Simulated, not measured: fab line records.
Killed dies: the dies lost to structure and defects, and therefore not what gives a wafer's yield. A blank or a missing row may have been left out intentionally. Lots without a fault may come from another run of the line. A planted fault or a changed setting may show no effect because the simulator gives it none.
Split-lot study :: flow n5 finfet :: 7 lots, 21 wafers read, on a route of 1938 steps

== ON THE SPLIT ==
At N5_BEOL_M1_VIA_ETCH_34 (etches the open film in C4F6/O2, target depth 67.8 nm, time 64.4 s), the setting time s was moved away from the recipe's 64.4 s on 4 of the 21 wafers read, by +7.4% to +22.1%. For the rest of the wafers, this setting stayed at what the recipe calls for.

The split's own step is where the reading is taken.

== THE READING ==
SOC_of_BEOL_M1_COAT_67.thk nm (the simulator's own value, which no gauge read), in nm, at N5_BEOL_M1_VIA_ETCH_34 (etches the open film in C4F6/O2, target depth 67.8 nm, time 64.4 s). No usual value for it is given in the file. Across the 17 wafers here that went through the recipe, the average is 52.2 nm and the standard deviation 0.2 nm.

wafer: L074.2
tool, chamber at the split: rie diel-03, 1
time s as run, s: 64.4
against the recipe: recipe
SOC_of_BEOL_M1_COAT_67.thk nm, nm: 52.2
against lot-mates on the recipe: -

wafer: L074.4
tool, chamber at the split: rie diel-03, 0
time s as run, s: 64.4
against the recipe: recipe
SOC_of_BEOL_M1_COAT_67.thk nm, nm: 52
against lot-mates on the recipe: -

wafer: L074.6
tool, chamber at the split: rie diel-03, 2
time s as run, s: 64.4
against the recipe: recipe
SOC_of_BEOL_M1_COAT_67.thk nm, nm: 52.2
against lot-mates on the recipe: -

wafer: L077.1
tool, chamber at the split: rie diel-03, 3
time s as run, s: 64.4
against the recipe: recipe
SOC_of_BEOL_M1_COAT_67.thk nm, nm: 52.4
against lot-mates on the recipe: -

wafer: L077.2
tool, chamber at the split: rie diel-03, 0
time s as run, s: 78.65
against the recipe: +22.1%
SOC_of_BEOL_M1_COAT_67.thk nm, nm: 50.4
against lot-mates on the recipe: -2.0

wafer: L077.4
tool, chamber at the split: rie diel-03, 1
time s as run, s: 78.65
against the recipe: +22.1%
SOC_of_BEOL_M1_COAT_67.thk nm, nm: 50.6
against lot-mates on the recipe: -1.8

wafer: L078.2
tool, chamber at the split: rie diel-03, 3
time s as run, s: 64.4
against the recipe: recipe
SOC_of_BEOL_M1_COAT_67.thk nm, nm: 52
against lot-mates on the recipe: -

wafer: L078.3
tool, chamber at the split: rie diel-03, 2
time s as run, s: 71.54
against the recipe: +11.1%
SOC_of_BEOL_M1_COAT_67.thk nm, nm: 51.6
against lot-mates on the recipe: -0.5

wafer: L078.6
tool, chamber at the split: rie diel-03, 1
time s as run, s: 64.4
against the recipe: recipe
SOC_of_BEOL_M1_COAT_67.thk nm, nm: 52.2
against lot-mates on the recipe: -

wafer: L087.1
tool, chamber at the split: rie diel-03, 1
time s as run, s: 64.4
against the recipe: recipe
SOC_of_BEOL_M1_COAT_67.thk nm, nm: 52.4
against lot-mates on the recipe: -

wafer: L087.2
tool, chamber at the split: rie diel-03, 3
time s as run, s: 64.4
against the recipe: recipe
SOC_of_BEOL_M1_COAT_67.thk nm, nm: 52
against lot-mates on the recipe: -

wafer: L087.6
tool, chamber at the split: rie diel-03, 1
time s as run, s: 64.4
against the recipe: recipe
SOC_of_BEOL_M1_COAT_67.thk nm, nm: 52.4
against lot-mates on the recipe: -

wafer: L089.4
tool, chamber at the split: rie diel-03, 0
time s as run, s: 64.4
against the recipe: recipe
SOC_of_BEOL_M1_COAT_67.thk nm, nm: 52
against lot-mates on the recipe: -

wafer: L089.5
tool, chamber at the split: rie diel-03, 0
time s as run, s: 69.18
against the recipe: +7.4%
SOC_of_BEOL_M1_COAT_67.thk nm, nm: 51.6
against lot-mates on the recipe: -0.6

wafer: L089.6
tool, chamber at the split: rie diel-03, 1
time s as run, s: 64.4
against the recipe: recipe
SOC_of_BEOL_M1_COAT_67.thk nm, nm: 52.4
against lot-mates on the recipe: -

wafer: L090.1
tool, chamber at the split: rie diel-01, 2
time s as run, s: 64.4
against the recipe: recipe
SOC_of_BEOL_M1_COAT_67.thk nm, nm: 52
against lot-mates on the recipe: -

wafer: L090.4
tool, chamber at the split: rie diel-01, 0
time s as run, s: 64.4
against the recipe: recipe
SOC_of_BEOL_M1_COAT_67.thk nm, nm: 52.2
against lot-mates on the recipe: -

wafer: L090.6
tool, chamber at the split: rie diel-01, 2
time s as run, s: 64.4
against the recipe: recipe
SOC_of_BEOL_M1_COAT_67.thk nm, nm: 52
against lot-mates on the recipe: -

wafer: L091.2
tool, chamber at the split: rie diel-03, 3
time s as run, s: 64.4
against the recipe: recipe
SOC_of_BEOL_M1_COAT_67.thk nm, nm: 52.2
against lot-mates on the recipe: -

wafer: L091.5
tool, chamber at the split: rie diel-03, 1
time s as run, s: 64.4
against the recipe: recipe
SOC_of_BEOL_M1_COAT_67.thk nm, nm: 52.6
against lot-mates on the recipe: -

wafer: L091.6
tool, chamber at the split: rie diel-03, 2
time s as run, s: 64.4
against the recipe: recipe
SOC_of_BEOL_M1_COAT_67.thk nm, nm: 52.6
against lot-mates on the recipe: -

THE FIT
A straight line over all 21 wafers: SOC_of_BEOL_M1_COAT_67.thk nm changes by -0.0761 nm for each +1% of time s; r = -0.94; the points scatter about the line by 0.2 nm.
The same after taking each lot's own level away (the mean of its wafers on the recipe; 21 wafers): -0.0819 nm for each +1%; r = -0.96; scatter 0.17 nm.
The reading moves by 1.8 nm for the largest change in time s, on that fit.
The lots' own levels span 52.07 to 52.47 nm, that is 2.0 times the standard deviation above.
So the lot-to-lot level changes the slope little: the two slopes agree.
Check: for one of the wafers moved furthest among these (+22.1%), held out of the fit, the line's prediction against its lot-mates is -1.65 nm. Against them it came out at -2 nm.

== OTHER SPLITS APPLIED TO THESE WAFERS ==
These wafers also went through other splits before the reading. Each is held against what the fit with the lots' levels taken away leaves over:
other split on the same wafers: N5_BEOL_M1_COAT_73 spin rpm
wafers away from the commonest value: 8
r with SOC_of_BEOL_M1_COAT_67.thk nm (lot level and that fit taken away): +0.02

== THE WHOLE CHAIN: every reading that the file lists as answering this split, in the file's order ==
step: N5_BEOL_M1_VIA_ETCH_34
what it does: etches the open film in C4F6/O2, target depth 67.8 nm, time 64.4 s
reading: etch.depth nm (the simulator's own value, which no gauge read)
change (the file's fit): +0.551 nm for each +1% of the setting
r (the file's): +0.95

step: N5_BEOL_M1_VIA_ETCH_34
what it does: etches the open film in C4F6/O2, target depth 67.8 nm, time 64.4 s
reading: SOC_of_BEOL_M1_COAT_67.thk nm (the simulator's own value, which no gauge read)
change (the file's fit): -0.0779 nm for each +1% of the setting
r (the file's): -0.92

== FILE'S OWN FIT ==
SOC_of_BEOL_M1_COAT_67.thk nm changes by -0.0779 nm for each +1% of time s, r = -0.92.
